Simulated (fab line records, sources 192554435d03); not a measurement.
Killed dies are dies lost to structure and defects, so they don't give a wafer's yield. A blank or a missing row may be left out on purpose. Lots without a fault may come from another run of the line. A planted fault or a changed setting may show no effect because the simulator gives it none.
Split-lot experiment | flow n5_finfet | 7 lots, 21 wafers read, on a route of 1938 steps

THE SPLIT
At N5_FIN_SAQP_SPACER1_ALD_24 (deposits SiO2, target thk 20.3 nm, pulse time 1 s, purge time 2 s), the setting temp_c was moved away from the recipe's 300 C on 9 of the 21 wafers read, by -4.0% to +1.8%. The other wafers ran this setting at the recipe's value.

FROM THE SPLIT TO THE READING: what the file shows between them, 1 step
- N5_FIN_SAQP_SPACER1_ETCHBACK_25: etches SiO2 in CHF3/O2, target depth 24.4 nm, time 12.2 s

THE READING
FIN_SAQP.cd_nm (the simulator's own value, which no gauge read), in nm, at N5_FIN_SAQP_MANDREL1_REMOVE_56 (chemistry HBr/Cl2/O2, target a-Si, stops on SiNx, bt time 10 s). The file gives no usual value for it. The 12 wafers here that ran the recipe average 20.3 nm, standard deviation 0.17 nm.

wafer  | tool, chamber at the split | temp_c as run, C | against the recipe | FIN_SAQP.cd_nm, nm | against lot-mates on the recipe
L079.4 | ald_sin-03, 1              | 300              | recipe             | 20.4               | -
L079.5 | ald_sin-03, 1              | 290.8            | -3.1%              | 21                 | +0.6
L079.6 | ald_sin-03, 2              | 290.8            | -3.1%              | 21                 | +0.6
L089.1 | ald_sin-02, 1              | 300              | recipe             | 20.2               | -
L089.2 | ald_sin-02, 2              | 300              | recipe             | 20                 | -
L089.3 | ald_sin-02, 0              | 303.5            | +1.2%              | 20.2               | +0.1
L090.1 | ald_sin-03, 1,3            | 305.3            | +1.8%              | 20.2               | -0.2
L090.3 | ald_sin-03, 1,3            | 305.3            | +1.8%              | 20.2               | -0.2
L090.2 | ald_sin-03, 0              | 300              | recipe             | 20.4               | -
L091.2 | ald_sin-02, 0              | 300              | recipe             | 20.4               | -
L091.4 | ald_sin-02, 0              | 300              | recipe             | 20.4               | -
L091.6 | ald_sin-02, 2              | 300              | recipe             | 20                 | -
L092.1 | ald_sin-01, 1              | 300              | recipe             | 20.4               | -
L092.2 | ald_sin-01, 2              | 300              | recipe             | 20.2               | -
L092.4 | ald_sin-01, 3              | 288.1            | -4.0%              | 21.4               | +1.1
L093.3 | ald_sin-03, 3              | 300              | recipe             | 20.4               | -
L093.6 | ald_sin-03, 0              | 300              | recipe             | 20.4               | -
L093.5 | ald_sin-03, 1              | 293.9            | -2.0%              | 21                 | +0.6
L095.2 | ald_sin-02, 1,3            | 296              | -1.3%              | 20.8               | +0.2
L095.3 | ald_sin-02, 1,3            | 296              | -1.3%              | 20.6               | +0.0
L095.4 | ald_sin-02, 0              | 300              | recipe             | 20.6               | -
Where a row lists several chambers, the file gives one row for several wafers and doesn't say which wafer went through which chamber.

THE FIT
A straight line over all 21 wafers: FIN_SAQP.cd_nm changes by -0.217 nm for each +1% of temp_c; r = -0.89; the points scatter about the line by 0.17 nm.
The same after taking each lot's own level away (the mean of its wafers on the recipe; 21 wafers): -0.195 nm for each +1%; r = -0.88; scatter 0.16 nm.
On that fit, the largest move of temp_c shifts the reading by 0.77 nm.
The lots' own levels span 20.10 to 20.60 nm, that is 2.9 times the standard deviation above.
So the lot-to-lot level changes the slope: the two fits differ.
Check: with one of the wafers moved furthest among these (-4.0%) left out of the fit, the line predicts +0.68 nm for it against its lot-mates. It came out at +1.1 nm against them.

OTHER SPLITS ON THESE WAFERS
These wafers also went through other splits before the reading. Each is held against what the fit with the lots' levels taken away leaves over:
other split on the same wafers | wafers away from the commonest value | r with FIN_SAQP.cd_nm (lot level and that fit taken away)
N5_WELL_APT_COAT_02 spin_rpm   | 8                                    | +0.15
N5_FIN_SAQP_PECVD_48 time_s    | 8                                    | -0.44
N5_FIN_SAQP_ETCH_52 source_w   | 5                                    | -0.31

THE WHOLE CHAIN: every reading that the file lists as answering this split, in the file's order
step                           | what it does                                                      | reading                                                                                 | change (the file's fit)               | r (the file's)
N5_FIN_SAQP_SPACER1_ALD_24     | deposits SiO2, target thk 20.3 nm, pulse time 1 s, purge time 2 s | SiO2_of_FIN_SAQP_SPACER1_ALD_24.thk_nm (the simulator's own value, which no gauge read) | -0.218 nm for each +1% of the setting | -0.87
N5_FIN_SAQP_MANDREL1_REMOVE_56 | chemistry HBr/Cl2/O2, target a-Si, stops on SiNx, bt time 10 s    | FIN_SAQP.cd_nm (the simulator's own value, which no gauge read)                         | -0.219 nm for each +1% of the setting | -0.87

THE FILE'S OWN FIT
FIN_SAQP.cd_nm changes by -0.219 nm for each +1% of temp_c, r = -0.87.
